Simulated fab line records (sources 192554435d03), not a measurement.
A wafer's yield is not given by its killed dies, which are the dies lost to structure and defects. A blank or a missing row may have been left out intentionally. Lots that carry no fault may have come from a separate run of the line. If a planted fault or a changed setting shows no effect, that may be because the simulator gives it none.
Chamber matching    flow n5Finfet    N5_BEOL_M3_STRIP_19 on rieDiel-05 has 4 sister chambers
The step strips in O2. 18 wafers are shown with their chamber, then 9 later ones without.

WAFERS, EACH WITH ITS CHAMBER
wafer   chamber  drypumpMotorCurrentA (A)  showerheadPlenumPTorr (Torr)  oesProductAu (a.u.)
L076.2  0        5.0                       2.18                          0.77
L076.3  3        5.8                       2.20                          0.75
L076.5  0        5.0                       2.18                          0.77
L079.1  2        5.3                       2.05                          0.92
L079.2  3        5.8                       2.20                          0.76
L079.3  0        5.0                       2.18                          0.77
L079.4  1        6.0                       2.10                          0.76
L079.5  0        5.1                       2.18                          0.76
L079.6  1        6.0                       2.10                          0.75
L078.1  3        5.8                       2.20                          0.76
L078.4  2        5.3                       2.05                          0.92
L078.6  1        6.0                       2.10                          0.75
L081.1  3        5.8                       2.20                          0.75
L081.4  1        6.0                       2.09                          0.75
L081.5  1        6.0                       2.09                          0.75
L087.4  0        5.0                       2.18                          0.75
L087.5  1        6.0                       2.09                          0.73
L087.6  2        5.3                       2.04                          0.89

SIGNATURES, as means of the wafers listed above
reading                chamber 0  chamber 1  chamber 2  chamber 3  scatter within a chamber
drypumpMotorCurrentA   5.020      6.000      5.300      5.800      0.0239
showerheadPlenumPTorr  2.1800     2.0950     2.0467     2.2000     0.00393
oesProductAu           0.7640     0.7483     0.9100     0.7550     0.0104
Rule: distance of a wafer from a chamber = root of the sum over the readings of ((wafer's reading minus chamber's mean) / reading's scatter) squared. The wafer belongs to the nearest chamber; if the next one is less than 2 further off, it can't be placed. The scatter is the square root of a quotient: the sum, over the shown wafers, of each reading's squared deviation from its chamber's mean, divided by wafers minus chambers.

WAFERS MISSING THEIR CHAMBER
wafer   drypumpMotorCurrentA (A)  showerheadPlenumPTorr (Torr)  oesProductAu (a.u.)
L095.1  5.3                       2.04                          0.86
L095.2  6.0                       2.09                          0.72
L095.3  5.8                       2.19                          0.73
L095.4  5.3                       2.04                          0.86
L095.5  5.8                       2.19                          0.73
L095.6  6.0                       2.09                          0.73
L096.2  5.8                       2.19                          0.72
L096.4  5.0                       2.17                          0.73
L096.6  6.0                       2.08                          0.73

EACH ONE'S CHAMBER
wafer   from the rows above  in truth
L095.1  2                    2
L095.2  1                    1
L095.3  3                    3
L095.4  2                    2
L095.5  3                    3
L095.6  1                    1
L096.2  3                    3
L096.4  0                    0
L096.6  1                    1
Correctly placed: 9 of 9. Not placeable from these rows: 0. Wrongly placed: 0.
